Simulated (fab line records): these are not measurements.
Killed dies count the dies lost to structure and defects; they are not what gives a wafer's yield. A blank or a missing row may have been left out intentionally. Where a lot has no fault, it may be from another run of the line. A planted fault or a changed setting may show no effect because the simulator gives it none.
Code-filled problem report in 8D (eight disciplines) form	flow n5 finfet	the parts of the form that need people (team, actions taken, sign-off) are left out

== 1. WHAT IS WRONG ==
REXT_P at N5_BEOL_M4_RC_MEAS_101 reads a mean of 120.4 ohm.um on 4 wafers of 3 lots; wafers without a fault read 99.9 ohm.um with a standard deviation of 2.1. Measured from the usual mean, that is +9.7 standard deviations.
First observed at day 10 18:31: wafer L612.2, on prober-02. Wafers with a number at this step in the record: 29, from 10 lots. Rule for "out", or "out of limits": more than 4 standard deviations from the usual mean. All remaining wafers that have a number are taken as sound.

== 2. WHAT IT IS AND WHAT IT IS NOT ==
question	is	is not
which readings at this step	REXT_P, ION_P, REXT_N, VT_P_LVT	SS_P
which lots	L612, L613, L615	L605, L607, L608, L623, L624, L626, L628
which wafers of those lots	L612.2, L612.3, L613.3, L615.2	L612.5, L613.1, L613.4, L615.1
read on which gauges	prober-01, prober-02	-
when	from day 10 18:31	up to then (10 sound wafers); but 15 sound wafers of L613, L615, L623, L624, L626, L628 came after

== 3. WHAT RULES OUT EACH SUSPECT ==
Counting: any tool at a process step up to the reading remains a suspect provided it ran every lot that is out. Sound lots after the first of them don't rule it out here, since some wafers of a struck lot are sound.
- the gauge at N5_BEOL_M4_RC_MEAS_101: ruled out. 2 gauges (prober-01, prober-02) read the wafers that are out.
- ald sin-02 at N5_SPACER0_ALD_08 (deposits SiNx, target thk 2 nm): kept. It ran every lot that is out, first L612 (day 4 18:37); its last sound lot up to then is L607 (day 3 14:17).
Left after counting: ald sin-02 at N5_SPACER0_ALD_08.

== 4. THE CAUSE (what the simulator had put in) ==
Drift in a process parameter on ald sin-02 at N5_SPACER0_ALD_08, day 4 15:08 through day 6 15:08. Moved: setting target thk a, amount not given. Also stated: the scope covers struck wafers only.
The count eliminated every tool but this one.

== 5. THE CHAIN OF EFFECTS, in route order ==
Each row: a reading whose mean over the struck wafers that have a number lies more than 3 standard deviations from the usual. Scope: only readings with a usual standard deviation given in the record; hours: median across lots of the time from each lot's start at the first step in this table that gives one to its start at this step; sigmas: change in usual standard deviations.
hours	step	reading	usual	on struck wafers	change	sigmas
0	N5_BEOL_M4_RC_MEAS_101	IOFF_P	0.210 nA/um	0.117	-0.092	-4.0
0	N5_BEOL_M4_RC_MEAS_101	IOFF_P_85C	3.6 nA/um	2.2	-1.4	-4.1
0	N5_BEOL_M4_RC_MEAS_101	IOFF_P_LIN	0.099 nA/um	0.060	-0.039	-4.6
0	N5_BEOL_M4_RC_MEAS_101	ION_N	675 uA/um	627	-48	-5.3
0	N5_BEOL_M4_RC_MEAS_101	ION_P	463 uA/um	424	-39	-6.9
0	N5_BEOL_M4_RC_MEAS_101	REXT_N	75.8 ohm.um	92.7	+16.9	+9.4
0	N5_BEOL_M4_RC_MEAS_101	REXT_P	99.9 ohm.um	120.4	+20.5	+9.7
0	N5_BEOL_M4_RC_MEAS_101	VT_P	-250.3 mV	-262.6	-12.3	-5.3
0	N5_BEOL_M4_RC_MEAS_101	VT_P_LVT	-99.2 mV	-112.5	-13.3	-6.7
116	N5_PASSIVATION_PROBE_49	sort n pass	1080	469	-611	-41
116	N5_PASSIVATION_PROBE_49	sort yield pct	91.5 %	39.7	-51.8	-40
The process steps in it:
- N5_PASSIVATION_PROBE_49

== 6. HOW IT WOULD HAVE BEEN CAUGHT EARLIER ==
In this record the first reading out of limits at a measuring or inspecting step was taken at day 10 18:31, 147 hours after the fault began at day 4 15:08.
No tool reading at N5_SPACER0_ALD_08 that has a usual standard deviation in the record was out on any struck wafer, so an alarm limit of 4 standard deviations on those readings would not have fired.
Lots out: 3; all had begun N5_SPACER0_ALD_08 on ald sin-02 by day 10 18:31. Holding the tool at that point would not have protected any of them.
